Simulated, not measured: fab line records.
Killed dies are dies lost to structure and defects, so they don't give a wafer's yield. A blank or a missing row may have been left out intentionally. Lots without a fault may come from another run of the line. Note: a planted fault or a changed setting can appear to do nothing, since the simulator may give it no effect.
Split-lot study	flow n5 finfet	on a route of 1938 steps: 7 lots, 39 wafers read

== THE SPLIT ==
At N5_BEOL_M14_DESCUM_33 (chemistry O2, time 7.9 s), the setting time s was moved away from the recipe's 7.9 s on 15 of the 39 wafers read, by -57.9% to +57.2%. This setting was run at the recipe's value on the other wafers.

The split's own step is where the reading is taken.

== THE READING ==
coat_of_BEOL_M14_COAT_22.thk nm (the simulator's own value, which no gauge read), in nm, at N5_BEOL_M14_DESCUM_33 (chemistry O2, time 7.9 s). There is no usual value for it anywhere in the file. Average 282.9 nm, standard deviation 0.58 nm, over the 24 wafers here run with the recipe.

wafer	tool, chamber at the split	time s as run, s	against the recipe	coat_of_BEOL_M14_COAT_22.thk nm, nm	against lot-mates on the recipe
L075.1	rie diel-02, 3	12.42	+57.2%	281.2	-1.9
L075.2	rie diel-02, 1	7.9	recipe	282.8	-
L075.3	rie diel-02, 1	12.42	+57.2%	280.4	-2.7
L075.4	rie diel-02, 3	12.42	+57.2%	280.8	-2.3
L075.5	rie diel-02, 1	7.9	recipe	283.4	-
L075.6	rie diel-02, 3	7.9	recipe	283	-
L084.1	rie diel-02, 3	11.51	+45.7%	280.6	-1.3
L084.2	rie diel-02, 2,3	7.9	recipe	282	-
L084.4	rie diel-02, 2,3	7.9	recipe	282	-
L084.3	rie diel-02, 1	11.51	+45.7%	279.8	-2.1
L084.6	rie diel-02, 1	11.51	+45.7%	279.8	-2.1
L084.5	rie diel-02, 2	7.9	recipe	281.8	-
L086.1	rie diel-02, 0,2	7.9	recipe	282.6	-
L086.2	rie diel-02, 0,2	7.9	recipe	282.6	-
L086.3	rie diel-02, 1	7.9	recipe	282	-
L088.1	rie diel-03, 1	7.9	recipe	283.8	-
L088.2	rie diel-03, 0,2	7.9	recipe	283.6	-
L088.3	rie diel-03, 0,2	7.9	recipe	283.6	-
L088.4	rie diel-03, 3,2	7.9	recipe	283	-
L088.6	rie diel-03, 3,2	7.9	recipe	283	-
L088.5	rie diel-03, 1	7.9	recipe	284	-
L087.1	rie diel-02, 0,2	4.879	-38.2%	284	+1.1
L087.6	rie diel-02, 0,2	4.879	-38.2%	284	+1.1
L087.2	rie diel-02, 2,1	7.9	recipe	283	-
L087.4	rie diel-02, 2,1	7.9	recipe	283	-
L087.3	rie diel-02, 1	7.9	recipe	282.8	-
L087.5	rie diel-02, 0	4.879	-38.2%	284.2	+1.3
L090.1	rie diel-02, 1	7.9	recipe	283.4	-
L090.2	rie diel-02, 0	3.323	-57.9%	285.6	+2.3
L090.3	rie diel-02, 2	3.323	-57.9%	285	+1.7
L090.4	rie diel-02, 0	7.9	recipe	283.8	-
L090.5	rie diel-02, 1	3.323	-57.9%	285.2	+1.9
L090.6	rie diel-02, 2	7.9	recipe	282.8	-
L089.1	rie diel-02, 2	3.351	-57.6%	284.6	+1.7
L089.2	rie diel-02, 1,0	7.9	recipe	282.8	-
L089.4	rie diel-02, 1,0	7.9	recipe	282.8	-
L089.3	rie diel-02, 0	3.351	-57.6%	286	+3.1
L089.5	rie diel-02, 1	3.351	-57.6%	284.4	+1.5
L089.6	rie diel-02, 2	7.9	recipe	283	-
When a row names more than one chamber, that row covers several wafers, and the file does not tell which wafer ran in which chamber.

THE FIT
A straight line over all 39 wafers: coat_of_BEOL_M14_COAT_22.thk nm changes by -0.0412 nm for each +1% of time s; r = -0.91; the points scatter about the line by 0.62 nm.
The same after taking each lot's own level away (the mean of its wafers on the recipe; 39 wafers): -0.0368 nm for each +1%; r = -0.96; scatter 0.36 nm.
The reading moves by 2.1 nm for the largest change in time s, on that fit.
The span of the lots' own levels, 281.93 to 283.50 nm, comes to 2.7 times the standard deviation stated above.
So the slope is not independent of the lot-to-lot level: the two fits are not the same.
Check: +2.05 nm against its lot-mates is what the line predicts for one of the wafers moved furthest among these (-57.9%) when that wafer is left out of the fit. Against them it came out at +2.27 nm.

== OTHER SPLITS APPLIED TO THESE WAFERS ==
Other splits were also applied to these wafers ahead of the reading. Each is held against what the fit with the lots' levels taken away leaves over:
other split on the same wafers	wafers away from the commonest value	r with coat_of_BEOL_M14_COAT_22.thk nm (lot level and that fit taken away)
N5_BEOL_M8_ILD_DEP_00 time s	12	-0.10
N5_BEOL_M11_TRENCH_ETCH_37 target depth a	12	-0.12

== FILE'S OWN FIT ==
coat_of_BEOL_M14_COAT_22.thk nm changes by -0.0365 nm for each +1% of time s, r = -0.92.
